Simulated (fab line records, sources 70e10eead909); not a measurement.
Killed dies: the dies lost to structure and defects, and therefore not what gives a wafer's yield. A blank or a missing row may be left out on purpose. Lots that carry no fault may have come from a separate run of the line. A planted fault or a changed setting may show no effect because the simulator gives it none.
Which of the tools did it? -- flow nandHarc -- 24 lots, 72 wafers sampled, at 4 steps of a route of 1302

## WHAT THE GAUGES SHOWED, per wafer
NHARC_A_ONON_D1_THK_MEAS_08: measures by ellipsometry.
lot,measured,on,thkNm (nm)
L074,day 7 21:52,filmMetro-02,1005 1003 1005
L075,day 8 05:42,filmMetro-01,1005 1004 1004
L076,day 8 17:31,filmMetro-02,992 991 993
L077,day 8 21:26,filmMetro-02,981 980 980
L078,day 9 13:31,filmMetro-01,1000 999 1001
L079,day 9 20:28,filmMetro-02,1000 1001 1000
L080,day 10 12:37,filmMetro-01,1005 1004 1004
L082,day 11 01:55,filmMetro-01,988 988 989
L081,day 11 01:56,filmMetro-02,993 992 992
L083,day 11 17:24,filmMetro-02,1000 997 995
L084,day 12 00:21,filmMetro-01,1009 1012 1012
L085,day 12 09:27,filmMetro-01,1003 1000 1001
L086,day 13 03:47,filmMetro-02,1019 1018 1018
L087,day 13 07:40,filmMetro-01,1011 1011 1010
L088,day 13 18:11,filmMetro-02,1002 1004 1003
L089,day 14 07:19,filmMetro-02,1003 1004 1007
L091,day 14 18:20,filmMetro-01,1011 1014 1013
L090,day 14 18:29,filmMetro-02,1000 1000 1000
L092,day 15 04:23,filmMetro-01,988 987 988
L093,day 15 21:32,filmMetro-02,999 998 998
L094,day 15 21:33,filmMetro-01,975 977 976
L095,day 16 09:47,filmMetro-02,999 1000 1001
L096,day 17 15:38,filmMetro-01,994 994 994
L097,day 17 15:38,filmMetro-01,1017 1018 1017

NHARC_A_CHANNEL_HOLE_D1_CD_MEAS_10 targets a cd of 100 nm.
lot,measured,on,cdNm (nm)
L074,day 8 12:34,cdSem-01,99.5 100.2 99.8
L075,day 8 20:38,cdSem-02,99.9 99.6 99.6
L076,day 9 11:00,cdSem-01,100.6 99.4 100.1
L077,day 9 10:48,cdSem-02,99.9 100.1 99.6
L078,day 10 04:11,cdSem-02,100.8 101.0 100.5
L079,day 10 13:02,cdSem-02,99.9 99.7 100.2
L080,day 11 03:26,cdSem-01,99.3 100.1 99.2
L082,day 11 18:43,cdSem-02,99.8 99.7 100.2
L081,day 11 20:00,cdSem-01,101.4 100.0 100.2
L083,day 12 08:04,cdSem-03,99.3 99.4 99.6
L084,day 12 14:38,cdSem-03,100.0 99.8 99.7
L085,day 13 04:15,cdSem-02,100.1 100.3 99.9
L086,day 14 00:18,cdSem-03,99.3 99.9 99.1
L087,day 13 22:17,cdSem-02,99.6 99.8 100.0
L088,day 14 08:40,cdSem-01,99.4 100.1 100.5
L089,day 15 00:30,cdSem-02,100.2 100.2 100.5
L091,day 15 09:19,cdSem-02,100.0 100.5 100.6
L090,day 15 09:04,cdSem-01,100.5 99.5 99.4
L092,day 15 18:40,cdSem-02,99.5 100.5 100.4
L093,day 16 11:56,cdSem-03,99.1 99.8 99.0
L094,day 16 13:07,cdSem-01,100.4 98.9 99.6
L095,day 17 03:00,cdSem-02,100.2 99.6 99.9
L096,day 18 07:18,cdSem-03,100.2 100.9 99.9
L097,day 18 08:21,cdSem-03,99.9 98.8 99.6

NHARC_A_CHANNEL_HOLE_D1_INSPECT_12.
lot,measured,on,rawDefectCount
L074,day 8 12:42,defectInspect-02,3 6 5
L075,day 8 20:46,defectInspect-01,9 2 6
L076,day 9 11:07,defectInspect-01,9 6 10
L077,day 9 10:55,defectInspect-01,2 5 10
L078,day 10 04:18,defectInspect-02,4 7 10
L079,day 10 13:10,defectInspect-02,6 4 4
L080,day 11 03:34,defectInspect-01,5 4 9
L082,day 11 18:50,defectInspect-01,5 8 8
L081,day 11 20:07,defectInspect-01,2 2 5
L083,day 12 08:11,defectInspect-02,3 5 2
L084,day 12 14:46,defectInspect-02,4 7 6
L085,day 13 04:23,defectInspect-01,4 10 4
L086,day 14 00:25,defectInspect-01,7 2 7
L087,day 13 22:25,defectInspect-01,3 3 6
L088,day 14 08:47,defectInspect-01,6 5 3
L089,day 15 00:37,defectInspect-02,1 4 5
L091,day 15 09:27,defectInspect-02,8 7 5
L090,day 15 09:12,defectInspect-02,9 4 5
L092,day 15 18:46,defectInspect-02,4 7 6
L093,day 16 12:03,defectInspect-02,14 7 7
L094,day 16 13:15,defectInspect-02,7 6 9
L095,day 17 03:07,defectInspect-02,10 4 1
L096,day 18 07:25,defectInspect-01,9 3 4
L097,day 18 08:28,defectInspect-02,9 11 6

## WHAT TOOL EACH LOT RAN ON (gives the tool, then ch and the chambers of the sampled wafers, and finally the start)
lot,NHARC_A_CHANNEL_HOLE_D1_DEP_01
L074,"pecvd-04 ch 0,2, day 8 11:51"
L075,"pecvd-04 ch 0,1,2, day 8 19:56"
L076,"pecvd-04 ch 0,1, day 9 10:17"
L077,"pecvd-04 ch 0,1, day 9 10:08"
L078,"pecvd-01 ch 0,2, day 10 03:26"
L079,"pecvd-01 ch 0,1, day 10 12:26"
L080,"pecvd-04 ch 0,2, day 11 02:43"
L082,"pecvd-03 ch 1,2, day 11 18:01"
L081,"pecvd-01 ch 0,2, day 11 19:16"
L083,"pecvd-03 ch 0,1,2, day 12 07:23"
L084,"pecvd-03 ch 0,1, day 12 14:04"
L085,"pecvd-01 ch 1,2, day 13 03:39"
L086,"pecvd-04 ch 0,1,2, day 13 23:35"
L087,"pecvd-04 ch 0,1,2, day 13 21:43"
L088,"pecvd-03 ch 0,1, day 14 07:56"
L089,"pecvd-04 ch 0,2, day 14 23:48"
L091,"pecvd-01 ch 0,1,2, day 15 08:34"
L090,"pecvd-03 ch 1,2, day 15 08:21"
L092,"pecvd-03 ch 0,1,2, day 15 18:01"
L093,"pecvd-01 ch 0,2, day 16 11:20"
L094,"pecvd-04 ch 0,1,2, day 16 12:24"
L095,"pecvd-01 ch 0,1,2, day 17 02:22"
L096,"pecvd-01 ch 0,1,2, day 18 06:37"
L097,"pecvd-01 ch 0,2, day 18 07:39"
- NHARC_A_CHANNEL_HOLE_D1_DEP_01: deposits SiON, target thk 140 nm.

## WHAT THE TOOLS THEMSELVES READ (means of the sampled wafers that have a number; where no wafer has one, the mark that the record gives instead)
NHARC_A_CHANNEL_HOLE_D1_DEP_01.
lot,tool,chamberPressureTorr (Torr),heaterPowerW (W)
L074,pecvd-04,3.494,889
L075,pecvd-04,3.494,829
L076,pecvd-04,3.500,862
L077,pecvd-04,3.496,798
L078,pecvd-01,3.503,928
L079,pecvd-01,3.496,933
L080,pecvd-04,3.498,784
L082,pecvd-03,3.490,771
L081,pecvd-01,3.504,870
L083,pecvd-03,3.504,768
L084,pecvd-03,3.513,715
L085,pecvd-01,3.493,889
L086,pecvd-04,3.501,763
L087,pecvd-04,3.494,793
L088,pecvd-03,3.501,750
L089,pecvd-04,3.500,840
L091,pecvd-01,3.497,863
L090,pecvd-03,3.503,711
L092,pecvd-03,3.495,743
L093,pecvd-01,3.496,886
L094,pecvd-04,3.493,828
L095,pecvd-01,3.498,868
L096,pecvd-01,3.502,869
L097,pecvd-01,3.506,826

## THE ANSWER, worked out from the rows above alone
Rule: what is usual is taken from the lots themselves. Put in order of their means at a reading, lots are off if they are a third of the lots or fewer, leave a main group of 4 or more, and stand apart from it by a gap of 3 or more times the standard deviation of the main group's means; of several such gaps the widest counts. If all means in a main group match to the digits the tables above print for the reading, that group is not used. Also off: a lot with no number at a reading for which 4 or more lots have one. Where the step has rows for the other lots, those lots are counted as sound. After the gauges, taken in route order, come the tools' own readings; for these a lot's mean is taken, as printed above. The first step at which some lot is off is used, and at that step the reading that is off furthest; a lot without a number counts as furthest.
Nothing can be told from this: no lot is off at any reading shown.

## WHAT THE SIMULATOR HAD PUT IN
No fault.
